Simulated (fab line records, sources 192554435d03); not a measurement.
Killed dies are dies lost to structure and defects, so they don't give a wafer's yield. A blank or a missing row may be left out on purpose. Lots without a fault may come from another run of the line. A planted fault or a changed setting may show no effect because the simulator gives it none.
Chamber matching | flow n5_finfet | N5_BEOL_M3_STRIP_19 on rie_diel-04: 4 sister chambers
The step strips in O2. 14 wafers are shown with their chamber, then 7 later ones without.

WAFERS WITH THEIR CHAMBER
wafer  | chamber | drypump_motor_current_A (A) | showerhead_plenum_p_Torr (Torr) | oes_product_au (a.u.)
L074.1 | 2       | 5.6                         | 2.03                            | 0.81
L074.2 | 1       | 5.5                         | 2.17                            | 0.68
L074.5 | 3       | 5.4                         | 2.11                            | 0.79
L079.2 | 2       | 5.6                         | 2.02                            | 0.81
L079.4 | 1       | 5.5                         | 2.16                            | 0.68
L079.6 | 2       | 5.6                         | 2.02                            | 0.82
L081.3 | 1       | 5.6                         | 2.16                            | 0.67
L081.5 | 3       | 5.4                         | 2.11                            | 0.78
L081.6 | 0       | 6.3                         | 2.06                            | 0.99
L085.1 | 2       | 5.6                         | 2.02                            | 0.81
L085.2 | 1       | 5.6                         | 2.16                            | 0.67
L085.3 | 0       | 6.3                         | 2.06                            | 0.95
L090.1 | 1       | 5.5                         | 2.15                            | 0.66
L090.2 | 0       | 6.3                         | 2.06                            | 0.91

SIGNATURES (means of the wafers above)
reading                  | chamber 0 | chamber 1 | chamber 2 | chamber 3 | scatter within a chamber
drypump_motor_current_A  | 6.300     | 5.540     | 5.600     | 5.400     | 0.0346
showerhead_plenum_p_Torr | 2.0600    | 2.1600    | 2.0225    | 2.1100    | 0.00524
oes_product_au           | 0.9500    | 0.6720    | 0.8125    | 0.7850    | 0.019
Rule: a wafer's distance from a chamber is the root of the sum, over the readings, of the square of ((its reading less the chamber's mean) divided by the reading's scatter). The wafer belongs to the nearest chamber; if the next one is less than 2 further off, it can't be placed. The scatter: the root of (the sum of the squares of (reading less its chamber's mean) over the shown wafers, divided by (wafers less chambers)).

WAFERS WITHOUT THEIR CHAMBER
wafer  | drypump_motor_current_A (A) | showerhead_plenum_p_Torr (Torr) | oes_product_au (a.u.)
L090.6 | 5.7                         | 2.02                            | 0.78
L091.1 | 5.7                         | 2.01                            | 0.78
L091.4 | 5.4                         | 2.10                            | 0.77
L091.6 | 5.4                         | 2.10                            | 0.77
L089.2 | 6.3                         | 2.05                            | 0.89
L089.3 | 5.7                         | 2.01                            | 0.78
L089.6 | 5.4                         | 2.10                            | 0.77

WHICH CHAMBER EACH WENT THROUGH
wafer  | from the rows above | in truth
L090.6 | 2                   | 2
L091.1 | 2                   | 2
L091.4 | 3                   | 3
L091.6 | 3                   | 3
L089.2 | 0                   | 0
L089.3 | 2                   | 2
L089.6 | 3                   | 3
Placed correctly: 7 of 7. Can't be placed from these rows: 0. Placed wrongly: 0.
